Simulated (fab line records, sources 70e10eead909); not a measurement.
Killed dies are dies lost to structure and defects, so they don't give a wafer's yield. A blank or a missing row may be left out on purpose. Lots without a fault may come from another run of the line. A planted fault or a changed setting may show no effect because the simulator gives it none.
Chamber matching | flow nand_harc | NHARC_A_CONTACT_ETCH_110 on rie_diel-10: 4 sister chambers
The step etches the open film in CF4/O2, target depth 50 nm, overetch 5 nm, time 27.5 s. 20 wafers are shown with their chamber, then 10 later ones without.

WAFERS WITH THEIR CHAMBER
wafer  | chamber | drypump_motor_current_A (A) | rf_vpp_V (V) | oes_product_au (a.u.)
L076.2 | 1       | 6.7                         | 196.6        | 1.034
L076.3 | 3       | 5.5                         | 196.4        | 0.995
L076.6 | 0       | 5.3                         | 198.1        | 1.018
L077.1 | 3       | 5.5                         | 196.3        | 0.989
L077.2 | 1       | 6.7                         | 195.6        | 1.016
L077.3 | 2       | 5.3                         | 196.4        | 1.006
L079.3 | 0       | 5.3                         | 199.8        | 1.017
L079.4 | 1       | 6.7                         | 196.9        | 1.021
L079.6 | 1       | 6.7                         | 197.7        | 1.028
L080.1 | 1       | 6.7                         | 197.5        | 1.021
L080.4 | 1       | 6.7                         | 196.7        | 1.012
L080.5 | 2       | 5.3                         | 196.0        | 1.022
L090.4 | 2       | 5.3                         | 196.0        | 1.004
L090.5 | 0       | 5.2                         | 199.0        | 1.009
L090.6 | 1       | 6.7                         | 197.1        | 1.013
L092.4 | 2       | 5.3                         | 195.7        | 1.024
L092.5 | 0       | 5.3                         | 199.7        | 1.013
L092.6 | 3       | 5.5                         | 195.3        | 0.998
L093.1 | 0       | 5.3                         | 198.7        | 1.019
L093.2 | 2       | 5.3                         | 195.0        | 1.029

SIGNATURES (means of the wafers above)
reading                 | chamber 0 | chamber 1 | chamber 2 | chamber 3 | scatter within a chamber
drypump_motor_current_A | 5.280     | 6.700     | 5.300     | 5.500     | 0.0224
rf_vpp_V                | 199.060   | 196.871   | 195.820   | 196.000   | 0.647
oes_product_au          | 1.01520   | 1.02071   | 1.01700   | 0.99400   | 0.00793
Rule: a wafer's distance from a chamber is the root of the sum, over the readings, of the square of ((its reading less the chamber's mean) divided by the reading's scatter). The wafer belongs to the nearest chamber; if the next one is less than 2 further off, it can't be placed. The scatter: the root of (the sum of the squares of (reading less its chamber's mean) over the shown wafers, divided by (wafers less chambers)).

WAFERS WITHOUT THEIR CHAMBER
wafer  | drypump_motor_current_A (A) | rf_vpp_V (V) | oes_product_au (a.u.)
L093.3 | 5.5                         | 196.1        | 1.006
L094.1 | 5.6                         | 197.7        | 0.993
L094.2 | 5.3                         | 198.9        | 1.011
L094.3 | 6.7                         | 197.4        | 1.018
L091.2 | 5.5                         | 196.1        | 1.008
L091.4 | 5.3                         | 196.1        | 1.026
L091.5 | 5.3                         | 198.5        | 1.027
L096.1 | 5.3                         | 196.5        | 1.010
L096.4 | 5.3                         | 197.5        | 1.030
L096.6 | 5.5                         | 195.2        | 1.001

WHICH CHAMBER EACH WENT THROUGH
wafer  | from the rows above     | in truth
L093.3 | 3                       | 3
L094.1 | 3                       | 3
L094.2 | 0                       | 0
L094.3 | 1                       | 1
L091.2 | 3                       | 3
L091.4 | 2                       | 2
L091.5 | 0                       | 0
L096.1 | 2                       | 2
L096.4 | can't be placed: 2 or 0 | 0
L096.6 | 3                       | 3
Placed correctly: 9 of 10. Can't be placed from these rows: 1 (the true chamber is among the candidates in 1). Placed wrongly: 0.
